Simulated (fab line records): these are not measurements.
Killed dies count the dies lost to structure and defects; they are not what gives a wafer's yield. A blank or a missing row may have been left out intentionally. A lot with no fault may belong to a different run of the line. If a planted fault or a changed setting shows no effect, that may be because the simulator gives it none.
Chamber matching / flow n5Finfet / N5_BEOL_M13_CMP_49 on cmp-01: 4 sister chambers
The step polishes, stops on SiOC, t overpolish 17.1 s, target thk 420 nm. 15 wafers are shown with their chamber, then 7 later ones without.

WAFERS WITH THEIR CHAMBER
wafer=L888.1; chamber=0; motorCurrentA (A)=7.3; barrierFieldEndpointS (s)=30.6; clearingPlatenRpm (rpm)=49.985
wafer=L888.5; chamber=1; motorCurrentA (A)=5.0; barrierFieldEndpointS (s)=30.2; clearingPlatenRpm (rpm)=49.911
wafer=L888.6; chamber=0; motorCurrentA (A)=7.1; barrierFieldEndpointS (s)=31.0; clearingPlatenRpm (rpm)=50.013
wafer=L886.1; chamber=3; motorCurrentA (A)=5.2; barrierFieldEndpointS (s)=29.7; clearingPlatenRpm (rpm)=49.941
wafer=L886.2; chamber=1; motorCurrentA (A)=4.8; barrierFieldEndpointS (s)=29.9; clearingPlatenRpm (rpm)=49.988
wafer=L886.4; chamber=2; motorCurrentA (A)=6.5; barrierFieldEndpointS (s)=29.9; clearingPlatenRpm (rpm)=49.981
wafer=L891.2; chamber=2; motorCurrentA (A)=6.5; barrierFieldEndpointS (s)=30.3; clearingPlatenRpm (rpm)=50.012
wafer=L891.5; chamber=1; motorCurrentA (A)=4.9; barrierFieldEndpointS (s)=31.2; clearingPlatenRpm (rpm)=50.003
wafer=L891.6; chamber=2; motorCurrentA (A)=6.6; barrierFieldEndpointS (s)=29.9; clearingPlatenRpm (rpm)=49.976
wafer=L892.1; chamber=0; motorCurrentA (A)=7.3; barrierFieldEndpointS (s)=29.8; clearingPlatenRpm (rpm)=50.016
wafer=L892.2; chamber=1; motorCurrentA (A)=5.3; barrierFieldEndpointS (s)=29.4; clearingPlatenRpm (rpm)=49.970
wafer=L894.1; chamber=0; motorCurrentA (A)=7.3; barrierFieldEndpointS (s)=29.8; clearingPlatenRpm (rpm)=49.984
wafer=L894.5; chamber=3; motorCurrentA (A)=5.1; barrierFieldEndpointS (s)=29.3; clearingPlatenRpm (rpm)=49.990
wafer=L898.3; chamber=1; motorCurrentA (A)=4.9; barrierFieldEndpointS (s)=30.3; clearingPlatenRpm (rpm)=50.015
wafer=L898.5; chamber=3; motorCurrentA (A)=5.3; barrierFieldEndpointS (s)=29.0; clearingPlatenRpm (rpm)=50.005

SIGNATURES, as means of the wafers listed above
reading=motorCurrentA; chamber 0=7.250; chamber 1=4.980; chamber 2=6.533; chamber 3=5.200; scatter within a chamber=0.136
reading=barrierFieldEndpointS; chamber 0=30.300; chamber 1=30.200; chamber 2=30.033; chamber 3=29.333; scatter within a chamber=0.537
reading=clearingPlatenRpm; chamber 0=49.99950; chamber 1=49.97740; chamber 2=49.98967; chamber 3=49.97867; scatter within a chamber=0.031
Rule: a wafer lies at a distance from a chamber equal to the root of the sum of squares, over the readings, of (its reading less the chamber's mean, divided by the reading's scatter). If the next closest chamber is less than 2 further off than the closest, the wafer can't be placed; otherwise it belongs to the closest. The scatter is the square root of a quotient: the sum, over the shown wafers, of each reading's squared deviation from its chamber's mean, divided by wafers minus chambers.

WAFERS WITHOUT THEIR CHAMBER
wafer=L898.6; motorCurrentA (A)=7.4; barrierFieldEndpointS (s)=29.7; clearingPlatenRpm (rpm)=49.994
wafer=L902.1; motorCurrentA (A)=7.2; barrierFieldEndpointS (s)=31.0; clearingPlatenRpm (rpm)=49.980
wafer=L902.5; motorCurrentA (A)=7.2; barrierFieldEndpointS (s)=30.3; clearingPlatenRpm (rpm)=49.998
wafer=L902.6; motorCurrentA (A)=5.0; barrierFieldEndpointS (s)=30.5; clearingPlatenRpm (rpm)=49.969
wafer=L903.1; motorCurrentA (A)=5.0; barrierFieldEndpointS (s)=29.4; clearingPlatenRpm (rpm)=50.047
wafer=L903.2; motorCurrentA (A)=4.8; barrierFieldEndpointS (s)=30.9; clearingPlatenRpm (rpm)=50.046
wafer=L903.3; motorCurrentA (A)=7.2; barrierFieldEndpointS (s)=30.9; clearingPlatenRpm (rpm)=49.978

EACH ONE'S CHAMBER
wafer=L898.6; from the rows above=0; in truth=0
wafer=L902.1; from the rows above=0; in truth=0
wafer=L902.5; from the rows above=0; in truth=0
wafer=L902.6; from the rows above=1; in truth=1
wafer=L903.1; from the rows above=can't be placed: 3 or 1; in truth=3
wafer=L903.2; from the rows above=can't be placed: 1 or 3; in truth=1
wafer=L903.3; from the rows above=0; in truth=0
Placed correctly: 5 of 7. From these rows, 2 cannot be placed; in 2 the true chamber is one of the candidates. 0 placed wrongly.
